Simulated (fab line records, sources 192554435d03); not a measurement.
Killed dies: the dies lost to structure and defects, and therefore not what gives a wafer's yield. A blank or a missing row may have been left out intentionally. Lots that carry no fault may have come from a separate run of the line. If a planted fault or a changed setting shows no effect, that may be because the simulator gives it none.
2 desks looking at one fault + flow n5_finfet + numbers are kept per desk, each desk with only its own; the story behind them comes last

== METROLOGY DESK ==
Means of the sampled wafers that have a number, per lot and without regard to the tool the lot ran on: this is what the gauges read. If a lot's mean is further than 4 standard deviations from the usual mean, the lot is out of limits and carries the mark OUT (the distance appears in the brackets).
Columns: A = M7_ILD_THK at N5_BEOL_M7_THK_MEAS_01, usual 153.8 nm
| lot  | first seen here | A     |
|------|-----------------|-------|
| L791 | day 9 17:02     | 151.6 |
| L790 | day 10 00:54    | 154.3 |
| L789 | day 10 22:56    | 156.4 |
| L796 | day 10 22:59    | 153.4 |
| L799 | day 11 20:13    | 150.7 |
| L801 | day 12 15:32    | 149.1 |
| L807 | day 13 23:49    | 155.5 |
| L808 | day 14 17:10    | 152.4 |
| L811 | day 15 12:50    | 152.4 |
| L812 | day 15 13:06    | 155.9 |
This desk's verdict: no lot among the 10 shows anything out of limits.

== THE TOOL OWNER'S DESK: pecvd-03 ==
The tool's own readings at N5_BEOL_M7_ILD_DEP_00 (deposits SiCOH lowk from DEMS/porogen, target thk 179.75 nm, time 33.4 s): means of the sampled wafers that have a number, for each lot that ran on this tool. If a lot's mean is further than 4 standard deviations from the usual mean, the lot is out of limits and carries the mark OUT (the distance appears in the brackets).
Columns: A = heater_power_w at N5_BEOL_M7_ILD_DEP_00, usual 302 W; B = showerhead_plenum_p_Torr at N5_BEOL_M7_ILD_DEP_00, usual 5.744 Torr; C = showerhead_vpp_V at N5_BEOL_M7_ILD_DEP_00, usual 1399 V; D = susceptor_temp_C at N5_BEOL_M7_ILD_DEP_00, usual 300.02 C; E = throttle_valve_pct at N5_BEOL_M7_ILD_DEP_00, usual 13.8 %
| lot  | first seen here | A   | B     | C    | D                | E    |
|------|-----------------|-----|-------|------|------------------|------|
| L796 | day 10 22:25    | 277 | 5.746 | 1267 | 300.13           | 13.3 |
| L799 | day 11 19:38    | 378 | 5.736 | 1348 | 302.13 (+12) OUT | 13.7 |
| L801 | day 12 14:58    | 321 | 5.738 | 1342 | 302.37 (+13) OUT | 13.4 |
| L811 | day 15 12:15    | 263 | 5.751 | 1339 | 300.11           | 13.2 |
This desk finds L799, L801 out of limits, L799 being first, at day 11 19:38 (susceptor_temp_C at N5_BEOL_M7_ILD_DEP_00). In limits: L796, L811.

== BROUGHT TOGETHER ==
The tool owner's desk could have raised an alarm at day 11 19:38, on L799, L801.
Nothing out of limits was seen by the metrology desk.
The metrology desk has L799, L801 on record, within its limits.
The lots listed all ran N5_BEOL_M7_ILD_DEP_00 on pecvd-03.

== WHAT THE SIMULATOR HAD PUT IN ==
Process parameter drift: pecvd-03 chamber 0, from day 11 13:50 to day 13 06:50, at N5_BEOL_M7_ILD_DEP_00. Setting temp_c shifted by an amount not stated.
Struck lots among those shown: L799, L801.
Delay in hours, fault start to first out-of-limits reading, by desk: the tool owner's desk at 6.
